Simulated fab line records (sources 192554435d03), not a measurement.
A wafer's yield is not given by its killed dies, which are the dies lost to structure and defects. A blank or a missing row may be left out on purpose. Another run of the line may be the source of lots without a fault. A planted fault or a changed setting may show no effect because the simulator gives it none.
Lot-split experiment | flow n5 finfet | 7 lots, 39 wafers read, on a route of 1938 steps

THE SPLIT
At N5_FIN_SAQP_HM_DEP_03 (deposits SiNx from SiH4/NH3/N2, target thk 38 nm, time 33.6 s), the setting time s was moved away from the recipe's 33.6 s on 9 of the 39 wafers read, by -37.8% to +55.7%. This setting was run at the recipe's value on the other wafers.

FROM THE SPLIT TO THE READING: what the file shows between them, 4 steps
- N5_FIN_SAQP_THK_MEAS_05
- N5_FIN_SAQP_PECVD_47: deposits a-Si from SiH4/He, target thk 45 nm, time 36.3 s
- N5_FIN_SAQP_PECVD_48: deposits SiNx from SiH4/NH3/N2, target thk 25 nm, time 22.1 s
- N5_FIN_SAQP_MANDREL2_REMOVE_60: chemistry HBr/Cl2/O2, target a-Si, stops on SiNx, bt time 10 s

THE READING
etch.depth nm (the simulator's own value, which no gauge read), in nm, at N5_FIN_SAQP_HM_OPEN_33 (chemistry CH3F/O2, target SiNx, target depth 49.4 nm, time 70.6 s). The file does not state a usual value for it. Average 37.53 nm, standard deviation 0.59 nm, over the 30 wafers here run with the recipe.

wafer  | tool, chamber at the split | time s as run, s | against the recipe | etch.depth nm, nm | against lot-mates on the recipe
L076.1 | pecvd-03, 1                | 33.6             | recipe             | 37.92             | -
L076.2 | pecvd-03, 0                | 33.6             | recipe             | 37.37             | -
L076.3 | pecvd-03, 0                | 33.6             | recipe             | 37.73             | -
L076.4 | pecvd-03, 1                | 33.6             | recipe             | 37.69             | -
L076.5 | pecvd-03, 0                | 33.6             | recipe             | 37.79             | -
L076.6 | pecvd-03, 1                | 33.6             | recipe             | 37.92             | -
L077.1 | pecvd-04, 2                | 33.6             | recipe             | 36.6              | -
L077.2 | pecvd-04, 1                | 48.61            | +44.7%             | 53.53             | +16.66
L077.3 | pecvd-04, 0                | 33.6             | recipe             | 36.77             | -
L077.4 | pecvd-04, 0                | 48.61            | +44.7%             | 54.08             | +17.21
L077.5 | pecvd-04, 2                | 48.61            | +44.7%             | 53.66             | +16.79
L077.6 | pecvd-04, 1                | 33.6             | recipe             | 37.24             | -
L078.1 | pecvd-03, 1                | 52.31            | +55.7%             | 57.49             | +20.06
L078.2 | pecvd-03, 0                | 33.6             | recipe             | 37.01             | -
L078.3 | pecvd-03, 1                | 52.31            | +55.7%             | 59.03             | +21.60
L078.4 | pecvd-03, 0                | 33.6             | recipe             | 37.95             | -
L078.5 | pecvd-03, 0                | 52.31            | +55.7%             | 58.68             | +21.25
L078.6 | pecvd-03, 1                | 33.6             | recipe             | 37.34             | -
L080.3 | pecvd-03, 0                | 33.6             | recipe             | 37.93             | -
L080.5 | pecvd-03, 0                | 33.6             | recipe             | 37.01             | -
L080.6 | pecvd-03, 1                | 33.6             | recipe             | 37.08             | -
L083.1 | pecvd-01, 2                | 33.6             | recipe             | 36.7              | -
L083.2 | pecvd-01, 0,2              | 33.6             | recipe             | 37.6              | -
L083.3 | pecvd-01, 1                | 33.6             | recipe             | 36.76             | -
L083.4 | pecvd-01, 0                | 33.6             | recipe             | 37.51             | -
L083.5 | pecvd-01, 1                | 33.6             | recipe             | 37.09             | -
L083.6 | pecvd-01, 0,2              | 33.6             | recipe             | 37.71             | -
L093.1 | pecvd-03, 0                | 33.6             | recipe             | 37.3              | -
L093.2 | pecvd-03, 2                | 20.89            | -37.8%             | 22.48             | -14.70
L093.3 | pecvd-03, 1                | 33.6             | recipe             | 36.73             | -
L093.4 | pecvd-03, 1                | 20.89            | -37.8%             | 22.8              | -14.38
L093.5 | pecvd-03, 2                | 20.89            | -37.8%             | 23.45             | -13.73
L093.6 | pecvd-03, 0                | 33.6             | recipe             | 37.52             | -
L095.1 | pecvd-01, 2                | 33.6             | recipe             | 37.54             | -
L095.2 | pecvd-01, 0                | 33.6             | recipe             | 38                | -
L095.3 | pecvd-01, 0                | 33.6             | recipe             | 38.09             | -
L095.4 | pecvd-01, 2                | 33.6             | recipe             | 38.01             | -
L095.5 | pecvd-01, 0                | 33.6             | recipe             | 39.26             | -
L095.6 | pecvd-01, 2                | 33.6             | recipe             | 38.74             | -
If several chambers appear in one row, that row covers several wafers at once and the file leaves open which wafer was in which chamber.

THE FIT
A straight line over all 39 wafers: etch.depth nm changes by +0.375 nm for each +1% of time s; r = +1.00; the points scatter about the line by 0.61 nm.
The same after taking each lot's own level away (the mean of its wafers on the recipe; 39 wafers): +0.377 nm for each +1%; r = +1.00; scatter 0.42 nm.
On that fit, the largest move of time s shifts the reading by 21 nm.
Measured against the standard deviation above, the lots' own levels, which go from 36.870 to 38.273 nm, span 2.4 times it.
The two slopes agree, so the slope changes little with the lot-to-lot level.
Check: with one of the wafers moved furthest among these (+55.7%) left out of the fit, the line predicts +21.2 nm for it against its lot-mates. Against them it came out at +20.1 nm.

THE WHOLE CHAIN: every reading that the file lists as answering this split, in the file's order
step                    | what it does                                                      | reading                                                                            | change (the file's fit)               | r (the file's)
N5_FIN_SAQP_HM_DEP_03   | deposits SiNx from SiH4/NH3/N2, target thk 38 nm, time 33.6 s     | SiNx_of_FIN_SAQP_HM_DEP_03.thk nm (the simulator's own value, which no gauge read) | +0.378 nm for each +1% of the setting | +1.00
N5_FIN_SAQP_THK_MEAS_05 |                                                                   | thk nm                                                                             | withheld for each +1% of the setting  | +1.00
N5_FIN_SAQP_HM_OPEN_33  | chemistry CH3F/O2, target SiNx, target depth 49.4 nm, time 70.6 s | etch rf on time s                                                                  | withheld for each +1% of the setting  | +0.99
N5_FIN_SAQP_HM_OPEN_33  | chemistry CH3F/O2, target SiNx, target depth 49.4 nm, time 70.6 s | etch.depth nm (the simulator's own value, which no gauge read)                     | +0.377 nm for each +1% of the setting | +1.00

THE FILE'S OWN FIT
etch.depth nm changes by +0.377 nm for each +1% of time s, r = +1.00.
